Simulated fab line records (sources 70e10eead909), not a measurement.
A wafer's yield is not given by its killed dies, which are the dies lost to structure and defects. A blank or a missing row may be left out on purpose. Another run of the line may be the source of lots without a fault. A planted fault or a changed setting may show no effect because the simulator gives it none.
Matching of chambers :: flow nand harc :: pecvd-04 running NHARC_A_STAIRCASE_DEP_417: 3 sister chambers
The step deposits Si3N4, target thk 60 nm. 3 wafers are shown with their chamber, then 8 later ones without.

WAFERS WITH THEIR CHAMBER
wafer: L698.3
chamber: 0
heater power w (W): 700

wafer: L700.1
chamber: 1
heater power w (W): 704

wafer: L702.1
chamber: 2
heater power w (W): 539

WAFERS WITHOUT THEIR CHAMBER
wafer: L702.2
heater power w (W): 630

wafer: L702.6
heater power w (W): 549

wafer: L708.2
heater power w (W): 722

wafer: L708.4
heater power w (W): 723

wafer: L708.5
heater power w (W): 614

wafer: L710.2
heater power w (W): 565

wafer: L710.4
heater power w (W): 715

wafer: L710.6
heater power w (W): 655

WHICH CHAMBER EACH WENT THROUGH
wafer: L702.2
from the rows above: can't be placed: 0 or 1 or 2
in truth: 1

wafer: L702.6
from the rows above: 2
in truth: 2

wafer: L708.2
from the rows above: can't be placed: 1 or 0
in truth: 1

wafer: L708.4
from the rows above: can't be placed: 1 or 0
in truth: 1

wafer: L708.5
from the rows above: can't be placed: 2 or 0 or 1
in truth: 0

wafer: L710.2
from the rows above: 2
in truth: 2

wafer: L710.4
from the rows above: can't be placed: 1 or 0
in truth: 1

wafer: L710.6
from the rows above: can't be placed: 0 or 1 or 2
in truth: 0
Correctly placed: 2 of 8. Unplaceable from these rows: 6, with the true chamber sitting among the candidates in 6. Wrongly placed: 0.
How it was worked out, from the rows above alone: a wafer's distance from a chamber is the root of the sum, over the readings, of the square of ((its reading less the chamber's mean) divided by the reading's scatter). The wafer belongs to the nearest chamber; if the next one is less than 2 further off, it can't be placed. For every chamber, the mean is computed from those of its wafers that are shown. The scatter: with one shown wafer a chamber, the root of the mean of the squares of how far each hidden wafer lies from its nearest shown one.
